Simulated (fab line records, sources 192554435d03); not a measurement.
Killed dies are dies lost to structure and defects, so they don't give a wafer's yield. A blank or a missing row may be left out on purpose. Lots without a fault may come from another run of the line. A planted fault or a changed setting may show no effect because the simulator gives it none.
Problem report in the 8D (eight disciplines) form, filled by code | flow n5_finfet | the parts of the form that need people (team, actions taken, sign-off) are left out

1. THE PROBLEM
rf_fwd_power_W at N5_BEOL_M9_VIA_ETCH_34 reads a mean of 257.7 W on 2 wafers of 2 lots; wafers without a fault read 342.0 W with a standard deviation of 1.3. That is -65 standard deviations from the usual mean.
The step: etches SiCOH lowk in C4F6/O2, target depth 182.4 nm, time 68.4 s.
First seen on wafer L448.5, day 12 10:31, on rie_diel-04. The record holds 30 wafers of 10 lots with a number at this step. Rule for "out", or "out of limits": more than 4 standard deviations from the usual mean. The other wafers with a number count as sound.

2. WHAT IT IS AND WHAT IT IS NOT
question                    | is                       | is not
which readings at this step | rf_fwd_power_W, rf_vpp_V | drypump_motor_current_A, oes_ar_750_au, oes_product_au, showerhead_plenum_p_Torr, throttle_valve_pct
which lots                  | L448, L449               | L438, L440, L453, L455, L456, L458, L459, L460
which wafers of those lots  | L448.5, L449.5           | L448.2, L448.6, L449.1, L449.2
read on which tools         | rie_diel-04              | rie_diel-02, rie_diel-03
when                        | from day 12 10:31        | up to then (8 sound wafers); but 20 sound wafers of L449, L453, L455, L456, L458, L459, L460 came after

3. SUSPECTS, AND WHAT RULES EACH OUT
Counting: a tool at a process step up to the reading stays a suspect if it ran every lot that is out. Sound lots after the first of them don't rule it out here, since some wafers of a struck lot are sound.
- rie_diel-03 at N5_BEOL_M9_STRIP_67 (strips in CF4): kept. It ran every lot that is out, first L448 (day 12 07:58).
- rie_diel-04 at N5_BEOL_M9_VIA_ETCH_34 (etches SiCOH lowk in C4F6/O2, target depth 182.4 nm, time 68.4 s): kept. It ran every lot that is out, first L448 (day 12 10:31); its last sound lot up to then is L440 (day 10 23:52). Its own readings are out on those wafers: rf_fwd_power_W, rf_vpp_V.
- Within rie_diel-04 at N5_BEOL_M9_VIA_ETCH_34: the wafers that are out ran in chamber 3; their sound lot-mates ran in chambers 0, 2.
Left after counting: rie_diel-03 at N5_BEOL_M9_STRIP_67, rie_diel-04 at N5_BEOL_M9_VIA_ETCH_34.

4. THE CAUSE (what the simulator had put in)
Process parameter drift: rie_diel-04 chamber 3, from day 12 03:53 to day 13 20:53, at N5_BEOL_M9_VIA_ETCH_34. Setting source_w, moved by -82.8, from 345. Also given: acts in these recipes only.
Counting left 2 suspects, and this tool is among them.

5. THE CHAIN OF EFFECTS, in route order
Each row: a reading whose mean over the struck wafers that have a number lies more than 3 standard deviations from the usual. Only readings for which the record gives a usual standard deviation are gone through. hours: the time from each lot's start at the first step in this table that gives one to its start at this step, as a median over the lots. sigmas: the change in usual standard deviations.
hours | step                   | reading        | usual   | on struck wafers | change | sigmas
0     | N5_BEOL_M9_VIA_ETCH_34 | rf_fwd_power_W | 342.0 W | 257.7            | -84.3  | -65
0     | N5_BEOL_M9_VIA_ETCH_34 | rf_vpp_V       | 666 V   | 760              | +94    | +7.2
The process steps in it:
- N5_BEOL_M9_VIA_ETCH_34: etches SiCOH lowk in C4F6/O2, target depth 182.4 nm, time 68.4 s.

6. WHAT WOULD HAVE CAUGHT IT SOONER
In this record the first reading out of limits was taken at day 12 10:31, 7 hours after the fault began at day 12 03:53.
